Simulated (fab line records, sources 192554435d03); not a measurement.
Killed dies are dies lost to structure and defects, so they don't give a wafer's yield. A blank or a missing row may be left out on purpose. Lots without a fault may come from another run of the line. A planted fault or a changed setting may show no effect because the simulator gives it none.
Problem report in the 8D (eight disciplines) form, filled by code | flow n5_finfet | the parts of the form that need people (team, actions taken, sign-off) are left out

1. THE PROBLEM
M1_OVL at N5_BEOL_M1_OVL_MEAS_12 reads a mean of 12.5 nm on 6 wafers of 2 lots; wafers without a fault read 0.0 nm with a standard deviation of 0.7. That is +18 standard deviations from the usual mean.
First seen on wafer L744.1, day 9 16:11, on overlay-02. The record holds 26 wafers of 9 lots with a number at this step. Rule for "out", or "out of limits": more than 4 standard deviations from the usual mean. The other wafers with a number count as sound.

2. WHAT IT IS AND WHAT IT IS NOT
question                    | is                     | is not
which readings at this step | M1_OVL                 | -
which lots                  | L744, L748             | L730, L734, L736, L741, L743, L750, L752
which wafers of those lots  | all that have a number | -
read on which gauges        | overlay-01, overlay-02 | -
when                        | from day 9 16:11       | up to then (14 sound wafers); but 6 sound wafers of L750, L752 came after

3. SUSPECTS, AND WHAT RULES EACH OUT
Counting: a tool at a process step up to the reading stays a suspect if it ran every lot that is out and no sound lot after the first of them.
- the gauge at N5_BEOL_M1_OVL_MEAS_12: ruled out. The wafers that are out were read on 2 gauges (overlay-01, overlay-02).
- pvd_sputter-01 at N5_BEOL_M0_ANNEAL_135 (time 60 s): kept. It ran every lot that is out, first L744 (day 9 13:04), and no sound lot after that; its last sound lot up to then is L743 (day 9 06:14).
- euv_scanner-01 at N5_BEOL_M1_EXPOSE_08 (exposes mask M1): kept. It ran every lot that is out, first L744 (day 9 16:02), and no sound lot after that; its last sound lot up to then is L741 (day 9 01:38).
Left after counting: pvd_sputter-01 at N5_BEOL_M0_ANNEAL_135, euv_scanner-01 at N5_BEOL_M1_EXPOSE_08.

4. THE CAUSE (what the simulator had put in)
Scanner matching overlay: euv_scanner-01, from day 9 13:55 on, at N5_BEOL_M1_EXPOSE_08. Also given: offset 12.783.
Counting left 2 suspects, and this tool is among them.

5. THE CHAIN OF EFFECTS, in route order
Each row: a reading whose mean over the struck wafers that have a number lies more than 3 standard deviations from the usual. Only readings for which the record gives a usual standard deviation are gone through. hours: the time from each lot's start at the first step in this table that gives one to its start at this step, as a median over the lots. sigmas: the change in usual standard deviations.
hours | step                    | reading              | usual  | on struck wafers | change | sigmas
0     | N5_BEOL_M1_OVL_MEAS_12  | M1_OVL               | 0.0 nm | 12.5             | +12.5  | +18
146   | N5_PASSIVATION_PROBE_49 | defect_limited_yield | 91.2 % | 0.0              | -91.2  | -70
146   | N5_PASSIVATION_PROBE_49 | killed_at_M0_to_M3   | 34     | 1108             | +1074  | +99 or more
146   | N5_PASSIVATION_PROBE_49 | killed_dies          | 104    | 1180             | +1076  | +67
146   | N5_PASSIVATION_PROBE_49 | killed_on_rim        | 14     | 152              | +138   | +33
146   | N5_PASSIVATION_PROBE_49 | sort_bin_5_function  | 5.1 %  | 50.0             | +44.9  | +52
146   | N5_PASSIVATION_PROBE_49 | sort_n_pass          | 1076   | 0                | -1076  | -67
The process steps in it:
- N5_PASSIVATION_PROBE_49
Later measuring or inspecting steps at which every struck wafer that the step has a row for has a number for every such reading, and none has moved that far: N5_BEOL_M4_RC_MEAS_101.

6. WHAT WOULD HAVE CAUGHT IT SOONER
In this record the first reading out of limits at a measuring or inspecting step was taken at day 9 16:11, 2 hours after the fault began at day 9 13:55.
Of the lots that are out (2), L748 began N5_BEOL_M1_EXPOSE_08 on euv_scanner-01 after day 9 16:11. A hold on the tool at that time would have spared it.
